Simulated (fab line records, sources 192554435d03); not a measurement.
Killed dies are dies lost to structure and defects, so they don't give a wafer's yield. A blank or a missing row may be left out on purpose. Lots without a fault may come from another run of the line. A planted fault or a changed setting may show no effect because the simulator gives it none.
Chamber matching | flow n5_finfet | N5_BEOL_M8_PECVD_70 on pecvd-03: 3 sister chambers
The step deposits SiO2 from TEOS/O2, target thk 20 nm, time 22.7 s. 3 wafers are shown with their chamber, then 10 later ones without.

WAFERS WITH THEIR CHAMBER
wafer  | chamber | throttle_valve_pct (%)
L084.4 | 2       | 20.9
L089.1 | 1       | 22.5
L089.2 | 0       | 21.9

WAFERS WITHOUT THEIR CHAMBER
wafer  | throttle_valve_pct (%)
L089.6 | 22.0
L093.3 | 22.6
L093.4 | 22.7
L093.6 | 22.2
L094.1 | 22.7
L094.4 | 22.7
L094.5 | 20.9
L096.3 | 21.1
L096.5 | 20.7
L096.6 | 22.3

WHICH CHAMBER EACH WENT THROUGH
wafer  | from the rows above     | in truth
L089.6 | 0                       | 0
L093.3 | 1                       | 1
L093.4 | 1                       | 1
L093.6 | can't be placed: 0 or 1 | 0
L094.1 | 1                       | 1
L094.4 | 1                       | 1
L094.5 | 2                       | 2
L096.3 | 2                       | 2
L096.5 | 2                       | 2
L096.6 | can't be placed: 1 or 0 | 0
Placed correctly: 8 of 10. Can't be placed from these rows: 2 (the true chamber is among the candidates in 2). Placed wrongly: 0.
How it was worked out, from the rows above alone: a wafer's distance from a chamber is the root of the sum, over the readings, of the square of ((its reading less the chamber's mean) divided by the reading's scatter). The wafer belongs to the nearest chamber; if the next one is less than 2 further off, it can't be placed. A chamber's mean is the mean of its shown wafers. The scatter: with one shown wafer a chamber, the root of the mean of the squares of how far each hidden wafer lies from its nearest shown one.
